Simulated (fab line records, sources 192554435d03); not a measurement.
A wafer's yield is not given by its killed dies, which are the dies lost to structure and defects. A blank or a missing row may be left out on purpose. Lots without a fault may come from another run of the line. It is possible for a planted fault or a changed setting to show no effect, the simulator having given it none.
Struck lot and sound lot, side by side | flow n5-finfet | 15 steps out of a route of 1938
Sound: these wafers, L212.3, L212.4, L212.5. Struck: wafer L211.5 (left out: L211.2, a lot-mate that was not struck); the cause follows at the end.
Per side, at each step with rows, come the tool, then ch with its chambers, and then its first start. Under that, the readings that differ: sound wafers | struck wafers | difference of the means | sigmas: that difference in standard deviations of wafers without a fault.
alike: readings whose means differ by less than 2 such deviations, and words and numbers that are the same on both sides. not compared: withheld readings, readings that some wafer has no value for, bounds like >300 that may hide the same value, and numbers for which the record gives no deviation and whose values overlap.
The two part at a step that has a row with sigmas, a row that says differs or no value, or rows on one side only. Numbers that have no deviation but don't overlap get no sigmas and don't part them. A reading that every wafer of one side lacks parts them only if that side has two wafers or more.

first, 2 steps without rows for these wafers: N5_BEOL_M11_TRENCH_ETCH_37 (etches SiCOH lowk in C4F6/O2, target depth 148.83 nm, time 48 s); N5_BEOL_M11_ETCH_41 (etches SiCN in CH3F/O2, target depth 42.6 nm, time 86 s).
N5_BEOL_M11_STRIP_77: strips in N2/H2, time 10 s.
  sound on rie-diel-04 ch 0,1,2; struck on rie-diel-05 ch 3
  reading               | sound          | struck | difference | sigmas
  oes-product-au (a.u.) | 0.91 0.83 0.98 | 0.66   | -0.25      | -2
  alike: drypump-motor-current-A, rf-vpp-V, showerhead-plenum-p-Torr, throttle-valve-pct
  not compared: rf-hours-counter-h
N5_BEOL_M11_OCD_MEAS_38:
  sound on ocd-02 at day 13 11:09; struck on ocd-01 at day 14 01:20
  reading              | sound       | struck | difference | sigmas
  trench-depth-nm (nm) | 151 153 157 | 144    | -10        | -3
then, 4 steps without rows for these wafers: N5_BEOL_M11_HM_STRIP_39 (strips TiN in peroxide tin strip, target depth 25 nm, time 158 s); N5_BEOL_M11_SRD_40 (time 30 s); N5_BEOL_M11_PRECLEAN_42 (cleans in residue remover, time 60 s); N5_BEOL_M11_SRD_43 (time 30 s).
N5_BEOL_M11_CD_MEAS_35 targets a cd of 70 nm.
  sound on cd-sem-02 at day 13 11:18; struck on cd-sem-02 at day 14 01:30
  alike: cd-nm
N5_BEOL_M11_CURE_72: cures SiCOH lowk, time 120 s.
  sound on uv-cure-01 ch 2, day 13 11:32; struck on uv-cure-01 ch 1, day 14 01:47
  reading            | sound             | struck | difference | sigmas
  lamp-power-pct (%) | 52.37 52.37 52.30 | 52.22  | -0.13      | -2
  alike: wafer_temp_C_max
N5_BEOL_M11_DEGAS_44: time 60 s.
  sound on pvd-sputter-02 at day 13 12:16; struck on pvd-sputter-03 at day 14 02:15
  alike: heater-power-w
N5_BEOL_M11_PRE_CLEAN_45: time 30 s.
  sound on pvd-sputter-02 at day 13 12:19; struck on pvd-sputter-03 at day 14 02:17
  alike: heater-power-w
N5_BEOL_M11_ALD_74: deposits TaN, target thk 2 nm, pulse time 2 s, purge time 3 s.
  sound on ald-metal-01 ch 0,1,3, day 13 12:25; struck on ald-metal-02 ch 2, day 14 02:22
  reading                                  | sound    | struck | difference | sigmas
  ald-cycles                               | 40 40 40 | 57     | +17        |
  model.TaN_of_BEOL_M11_ALD_74.thk-nm (nm) | 2 2 2    | 2.8    | +0.8       |
  alike: heater-power-outer-w, heater-power-w
  not compared: since-wet-clean-h
N5_BEOL_M11_SURFACE_TREAT_76:
  sound on pvd-sputter-01 at day 13 14:02; struck on pvd-sputter-01 at day 14 02:43
  not compared: throttle-valve-pct
next, for these wafers, 1 step has no rows: N5_PASSIVATION_PROBE_49.

WHERE THEY PART
First at N5_BEOL_M11_STRIP_77; last, within this record, at N5_BEOL_M11_CURE_72. Later steps at which nothing parts them and some readings are alike: N5_BEOL_M11_DEGAS_44, N5_BEOL_M11_PRE_CLEAN_45, N5_BEOL_M11_ALD_74.

WHY: what had been put in by the simulator
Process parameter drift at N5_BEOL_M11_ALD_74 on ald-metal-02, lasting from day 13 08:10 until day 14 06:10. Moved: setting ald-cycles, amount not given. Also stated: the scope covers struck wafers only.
